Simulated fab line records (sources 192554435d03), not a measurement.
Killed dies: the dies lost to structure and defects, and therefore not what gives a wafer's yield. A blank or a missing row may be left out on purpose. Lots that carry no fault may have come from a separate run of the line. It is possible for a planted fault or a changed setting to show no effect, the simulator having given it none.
Which tool was responsible? / flow n5Finfet / 24 lots, 72 wafers sampled, at 3 steps of a route of 1938

## WHAT THE GAUGES SHOWED, per wafer
N5_HKMG_FIN_CD_MEAS_49: the cd target is 202 nm. Usual: cdNm at 202.1 nm, with a standard deviation of 0.61.
lot=L074; measured=day 3 23:04; on=cdSem-03; cdNm (nm)=201.9 201.1 202.2; flag=
lot=L075; measured=day 4 06:44; on=cdSem-01; cdNm (nm)=202.3 202.1 201.5; flag=
lot=L076; measured=day 4 13:09; on=cdSem-02; cdNm (nm)=203.5 201.8 202.2; flag=
lot=L077; measured=day 4 18:04; on=cdSem-01; cdNm (nm)=201.2 202.1 202.1; flag=
lot=L078; measured=day 4 20:34; on=cdSem-03; cdNm (nm)=202.8 201.7 202.7; flag=
lot=L079; measured=day 5 05:44; on=cdSem-02; cdNm (nm)=202.3 202.1 202.7; flag=
lot=L080; measured=day 5 10:35; on=cdSem-01; cdNm (nm)=203.3 202.5 203.0; flag=
lot=L081; measured=day 5 17:01; on=cdSem-01; cdNm (nm)=202.0 202.8 202.9; flag=
lot=L082; measured=day 6 02:39; on=cdSem-03; cdNm (nm)=201.9 202.3 202.0; flag=
lot=L083; measured=day 6 09:41; on=cdSem-03; cdNm (nm)=203.2 203.2 202.6; flag=
lot=L084; measured=day 6 11:59; on=cdSem-01; cdNm (nm)=201.6 201.8 202.0; flag=
lot=L086; measured=day 6 23:05; on=cdSem-01; cdNm (nm)=202.2 203.1 202.6; flag=
lot=L085; measured=day 7 02:26; on=cdSem-01; cdNm (nm)=201.3 200.5 202.0; flag=
lot=L087; measured=day 7 09:15; on=cdSem-02; cdNm (nm)=202.6 201.5 201.6; flag=
lot=L088; measured=day 7 10:18; on=cdSem-01; cdNm (nm)=202.0 202.0 201.6; flag=
lot=L089; measured=day 7 17:34; on=cdSem-02; cdNm (nm)=202.3 203.0 203.4; flag=
lot=L090; measured=day 8 01:15; on=cdSem-03; cdNm (nm)=202.2 202.3 202.1; flag=
lot=L091; measured=day 8 06:13; on=cdSem-01; cdNm (nm)=202.2 202.1 202.5; flag=
lot=L092; measured=day 8 13:08; on=cdSem-01; cdNm (nm)=201.7 203.0 201.2; flag=
lot=L093; measured=day 8 20:25; on=cdSem-01; cdNm (nm)=201.9 200.7 200.9; flag=
lot=L094; measured=day 9 00:32; on=cdSem-03; cdNm (nm)=202.5 202.4 202.2; flag=
lot=L095; measured=day 9 07:31; on=cdSem-01; cdNm (nm)=201.1 201.5 201.2; flag=
lot=L096; measured=day 9 14:18; on=cdSem-02; cdNm (nm)=201.5 202.4 201.5; flag=
lot=L097; measured=day 9 18:28; on=cdSem-01; cdNm (nm)=202.3 202.2 201.7; flag=

N5_HKMG_FIN_OVL_MEAS_50. Usual: NDIPOLE_OVL 0.5 nm, standard deviation 0.78.
lot=L074; measured=day 3 23:05; on=overlay-01; NDIPOLE_OVL (nm)=0.0 -1.1 -0.5; flag=
lot=L075; measured=day 4 06:46; on=overlay-01; NDIPOLE_OVL (nm)=0.4 0.9 0.9; flag=
lot=L076; measured=day 4 13:11; on=overlay-02; NDIPOLE_OVL (nm)=0.9 2.0 1.1; flag=
lot=L077; measured=day 4 18:06; on=overlay-01; NDIPOLE_OVL (nm)=0.3 -0.1 1.2; flag=
lot=L078; measured=day 4 20:35; on=overlay-01; NDIPOLE_OVL (nm)=0.3 0.5 1.4; flag=
lot=L079; measured=day 5 05:46; on=overlay-02; NDIPOLE_OVL (nm)=0.1 -0.2 0.4; flag=
lot=L080; measured=day 5 10:37; on=overlay-02; NDIPOLE_OVL (nm)=0.3 0.6 0.1; flag=
lot=L081; measured=day 5 17:03; on=overlay-02; NDIPOLE_OVL (nm)=-0.2 0.6 0.8; flag=
lot=L082; measured=day 6 02:41; on=overlay-01; NDIPOLE_OVL (nm)=-0.9 0.5 -0.2; flag=
lot=L083; measured=day 6 09:43; on=overlay-01; NDIPOLE_OVL (nm)=0.1 -0.5 0.4; flag=
lot=L084; measured=day 6 12:01; on=overlay-02; NDIPOLE_OVL (nm)=0.6 0.3 -0.5; flag=
lot=L086; measured=day 6 23:07; on=overlay-02; NDIPOLE_OVL (nm)=0.9 1.1 1.0; flag=
lot=L085; measured=day 7 02:28; on=overlay-02; NDIPOLE_OVL (nm)=-0.1 -0.4 -0.1; flag=
lot=L087; measured=day 7 09:16; on=overlay-01; NDIPOLE_OVL (nm)=-0.1 -0.3 0.8; flag=
lot=L088; measured=day 7 10:20; on=overlay-02; NDIPOLE_OVL (nm)=0.5 0.9 0.5; flag=
lot=L089; measured=day 7 17:35; on=overlay-02; NDIPOLE_OVL (nm)=0.2 1.2 0.2; flag=
lot=L090; measured=day 8 01:17; on=overlay-01; NDIPOLE_OVL (nm)=1.5 -0.1 0.7; flag=
lot=L091; measured=day 8 06:15; on=overlay-01; NDIPOLE_OVL (nm)=0.5 2.0 1.2; flag=
lot=L092; measured=day 8 13:11; on=overlay-02; NDIPOLE_OVL (nm)=-0.4 -0.2 0.1; flag=
lot=L093; measured=day 8 20:27; on=overlay-01; NDIPOLE_OVL (nm)=1.5 1.3 1.7; flag=
lot=L094; measured=day 9 00:34; on=overlay-01; NDIPOLE_OVL (nm)=1.6 1.6 0.7; flag=
lot=L095; measured=day 9 07:32; on=overlay-01; NDIPOLE_OVL (nm)=0.4 -0.1 1.1; flag=
lot=L096; measured=day 9 14:20; on=overlay-01; NDIPOLE_OVL (nm)=1.2 0.8 1.3; flag=
lot=L097; measured=day 9 18:29; on=overlay-02; NDIPOLE_OVL (nm)=0.5 0.3 1.2; flag=

N5_HKMG_FIN_CD_MEAS_12: the cd target is 92.8 nm. Usual: cdNm at 93.0 nm, with a standard deviation of 0.6.
lot=L074; measured=day 4 03:07; on=cdSem-02; cdNm (nm)=93.0 93.2 93.7; flag=
lot=L075; measured=day 4 10:33; on=cdSem-02; cdNm (nm)=92.7 92.7 92.6; flag=
lot=L076; measured=day 4 16:38; on=cdSem-02; cdNm (nm)=92.4 93.1 92.8; flag=
lot=L077; measured=day 4 21:37; on=cdSem-03; cdNm (nm)=93.4 92.8 93.1; flag=
lot=L078; measured=day 5 00:21; on=cdSem-01; cdNm (nm)=91.7 92.4 92.8; flag=
lot=L079; measured=day 5 09:13; on=cdSem-02; cdNm (nm)=94.0 94.0 93.8; flag=
lot=L080; measured=day 5 14:13; on=cdSem-02; cdNm (nm)=93.9 92.7 92.9; flag=
lot=L081; measured=day 5 20:41; on=cdSem-03; cdNm (nm)=92.8 93.4 92.0; flag=
lot=L082; measured=day 6 06:59; on=cdSem-02; cdNm (nm)=92.1 92.4 92.7; flag=
lot=L083; measured=day 6 13:49; on=cdSem-03; cdNm (nm)=94.6 93.8 94.2; flag=
lot=L084; measured=day 6 15:27; on=cdSem-01; cdNm (nm)=92.3 92.5 92.3; flag=
lot=L086; measured=day 7 02:35; on=cdSem-02; cdNm (nm)=93.0 93.2 93.1; flag=
lot=L085; measured=day 7 05:58; on=cdSem-03; cdNm (nm)=92.1 92.4 92.9; flag=
lot=L087; measured=day 7 12:38; on=cdSem-03; cdNm (nm)=92.7 92.5 92.9; flag=
lot=L088; measured=day 7 13:40; on=cdSem-03; cdNm (nm)=93.0 92.4 92.5; flag=
lot=L089; measured=day 7 20:58; on=cdSem-02; cdNm (nm)=93.0 93.1 93.4; flag=
lot=L090; measured=day 8 04:31; on=cdSem-01; cdNm (nm)=93.3 92.7 93.5; flag=
lot=L091; measured=day 8 09:42; on=cdSem-01; cdNm (nm)=92.6 91.8 93.1; flag=
lot=L092; measured=day 8 16:25; on=cdSem-03; cdNm (nm)=93.3 94.1 93.8; flag=
lot=L093; measured=day 8 23:41; on=cdSem-03; cdNm (nm)=92.7 93.7 92.8; flag=
lot=L094; measured=day 9 04:13; on=cdSem-03; cdNm (nm)=92.5 92.5 93.1; flag=
lot=L095; measured=day 9 10:52; on=cdSem-01; cdNm (nm)=92.6 93.5 93.0; flag=
lot=L096; measured=day 9 17:40; on=cdSem-01; cdNm (nm)=93.0 92.6 93.4; flag=
lot=L097; measured=day 9 21:50; on=cdSem-02; cdNm (nm)=94.1 92.9 94.2; flag=

## WHICH TOOL RAN EACH LOT (tool, then ch and the chambers of the sampled wafers, then the start)
The record shows no process step preceding these readings.

## AS READ BY THE TOOLS THEMSELVES (means over the sampled wafers that have a number; for cases with no such wafer, the mark the record gives instead)
The record holds no such reading with a usual standard deviation.

## THE ANSWER, worked out from the rows above alone
Rule: a lot is off if the mean of its wafers that have a number lies more than 3 standard deviations from the usual mean. A lot without any number at a reading at which 4 lots or more have one is off too. All remaining lots with rows at the step are treated as sound. Order of review: gauges by route order, followed by the tools' own readings, for which a lot's mean as printed above is used. At the first step where some lot is off, the reading lying furthest off is the one used; lots without a number count as furthest.
Across all readings shown, no lot is off: no conclusion can be drawn from this.

## WHAT WAS PUT IN BY THE SIMULATOR
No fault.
